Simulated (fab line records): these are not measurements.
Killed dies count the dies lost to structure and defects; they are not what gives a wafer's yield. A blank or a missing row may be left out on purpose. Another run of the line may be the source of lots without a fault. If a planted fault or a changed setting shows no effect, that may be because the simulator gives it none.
Struck lot and sound lot, side by side    flow n5 finfet    37 out of 1938 route steps
Sound: these wafers, L811.1, L811.4, L811.5. Wafers L810.1, L810.3, L810.6 were the ones struck. The cause is given at the end.
Each step with rows lists, per side, the tool, then ch with its chambers, then its first start. Under that, the readings that differ: sound wafers    struck wafers    difference of the means    sigmas: that difference in standard deviations of wafers without a fault.
alike: readings with means less than 2 such deviations apart, plus words and numbers identical on both sides. not compared: withheld readings, readings lacking a value on some wafer, bounds such as >300 that could conceal the same value, and numbers that have no deviation in the record and whose values overlap.
Wherever a step has rows on one side only, a row that says differs or no value, or a row with sigmas, the two part there. Numbers that don't overlap but have no deviation are shown without sigmas and don't part them. Lack of a reading on every wafer of one side parts them only where that side has two or more wafers.

first, 9 steps without rows for these wafers: N5_WELL_APT_COAT_19 (resist thk 950 nm); N5_WELL_APT_EBR_21; N5_WELL_APT_SOFTBAKE_20 (time 60 s); N5_WELL_APT_EXPOSE_22 (exposes mask PWELL, defocus 0 nm, target cd 200 nm); N5_WELL_APT_PEB_23 (peb time 90 s); N5_WELL_APT_DEVELOP_24 (develop time 45 s); N5_WELL_APT_HARDBAKE_29 (time 120 s); N5_WELL_APT_DESCUM_30 (chemistry O2, time 7.9 s); N5_WELL_APT_IMPLANT_31.
N5_WELL_APT_IMPLANT_32:
  sound on implanter-02 ch 0, day 5 15:39; struck on implanter-01 ch 0, day 5 11:47
reading             sound                             struck                         difference  sigmas
beam energy keV     49.973 49.985 49.982              50.020 50.012 50.020           +0.037      +2
dose ions cm2       2.0005e+13 1.9975e+13 1.9994e+13  1.984e+12 2.037e+12 2.041e+12  -1.797e+13  -99 or more
faraday current uA  238 246 258                       26 26 26                       -221        -42
then, 25 steps without rows for these wafers: N5_WELL_APT_STRIP_33 (strips in SPM, time 900 s); N5_WELL_APT_RTA_34 (time 10 s); N5_WELL_APT_OXIDE_STRIP_42 (strips SiO2 in dHF, time 45 s, target depth 12 nm); N5_WELL_APT_PRECLEAN_36 (cleans in O3/DIW, time 45 s); N5_WELL_APT_PRECLEAN_39 (cleans in dHF, time 60 s); N5_WELL_APT_SRD_37 (time 30 s); N5_WELL_APT_EPI_41 (deposits Si from SiH4/H2, target thk 50 nm, time 297.7 s); N5_PMOS_HMC_CHANNEL_EPI_HM_DEP_34 (deposits SiO2 from TEOS/O2, target thk 36 nm, time 6.9 s); N5_PMOS_HMC_CHANNEL_EPI_COAT_31 (time 60 s, resist thk 66 nm); N5_PMOS_HMC_CHANNEL_EPI_COAT_03 (resist thk 205 nm); N5_PMOS_HMC_CHANNEL_EPI_EBR_05; N5_PMOS_HMC_CHANNEL_EPI_SOFTBAKE_04 (time 60 s); N5_PMOS_HMC_CHANNEL_EPI_EXPOSE_06 (exposes mask PMOS HMC BLK, target cd 240 nm); N5_PMOS_HMC_CHANNEL_EPI_PEB_07 (peb time 60 s); N5_PMOS_HMC_CHANNEL_EPI_DEVELOP_08 (develop time 30 s); N5_PMOS_HMC_CHANNEL_EPI_DESCUM_14 (chemistry O2, time 7.9 s); N5_PMOS_HMC_CHANNEL_EPI_ETCH_32 (etches BARC in N2/H2, stops on SiO2, target depth 85.8 nm, time 50.3 s); N5_PMOS_HMC_CHANNEL_EPI_HM_OPEN_15 (chemistry CHF3/O2, target SiO2, target depth 40.6 nm, time 20.3 s); N5_PMOS_HMC_CHANNEL_EPI_STRIP_33 (strips in N2/H2); N5_PMOS_HMC_CHANNEL_EPI_STRIP_17 (strips in SPM, time 750 s); N5_PMOS_HMC_CHANNEL_EPI_ETCH_38 (etches SiO2 in CF4, target depth 1.5 nm); N5_PMOS_HMC_CHANNEL_EPI_FIN_RECESS_16 (chemistry HBr/Cl2, target Si, target depth 54 nm, time 18 s); N5_PMOS_HMC_CHANNEL_EPI_PRECLEAN_36 (cleans in O3/DIW, time 45 s); N5_PMOS_HMC_CHANNEL_EPI_PRECLEAN_18 (cleans in DHF, time 30 s); N5_PMOS_HMC_CHANNEL_EPI_SRD_19 (time 30 s).
-- the record jumps here: 6 days lie between the struck wafers' starts before and after (it left off in module PMOS_HMC_CHANNEL_EPI and takes up again in module BEOL_M4, whose first step shown is number 1111 of the route) --
N5_BEOL_M4_RC_MEAS_101:
  sound on prober-01 ch 0, day 12 11:23; struck on prober-01 ch 0, day 11 17:16
reading             sound              struck             difference  sigmas
CJ_N                4.34 4.39 4.27     1.35 1.42 1.41     -2.94       -29
DIBL_N (mV/V)       38.6 36.2 39.0     42.4 66.9 66.9     +20.8       +13
IOFF_N (nA/um)      0.22 0.16 0.25     0.45 4.39 4.30     +2.84       +89
IOFF_N_85C (nA/um)  4.1 3.2 4.6        7.4 49.7 48.7      +31.3       +61
IOFF_N_LIN (nA/um)  0.096 0.074 0.107  0.099 0.252 0.249  +0.108      +9
RS_PWELL (ohm/sq)   3001 2996 3008     3205 3184 3187     +190        +8
SS_N (mV/dec)       72.4 72.7 72.6     78.0 103.2 103.2   +22.2       +35
  alike: DIBL_P, IOFF_P, ION_N, ION_P, SS_P, VT_N, VT_P
-- a jump in the record: the struck wafers' starts before and after are 4 days apart (it breaks off in module BEOL_M4 and resumes in module PASSIVATION, where the first step shown is number 1936 of the route) --
N5_PASSIVATION_PROBE_49:
  struck on prober-02, day 15 21:08; sound on prober-02, day 16 20:14
reading                 sound  struck             difference  sigmas
killed_at_M4_up         11     23 23 29           +14         +2
killed at front end     66     35 24 36           -34         -3
sort_bin_4_leakage (%)  0      25.08 91.69 90.00  +68.92      
sort n pass             1071   769 0 0            -815        -43
sort yield pct (%)      90.8   65.2 0 0           -69.1       -43
  alike: defect limited yield, killed_at_M0_to_M3, killed at contacts, killed at other, killed dies, killed open, killed short, sort_bin_5_function, sort_bin_6_memory

WHERE THEY PART
Last at N5_PASSIVATION_PROBE_49 as far as this record goes, first at N5_WELL_APT_IMPLANT_32.

WHY: the cause the simulator had injected
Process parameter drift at N5_WELL_APT_IMPLANT_32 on implanter-01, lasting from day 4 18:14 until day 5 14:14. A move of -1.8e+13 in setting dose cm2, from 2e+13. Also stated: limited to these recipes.
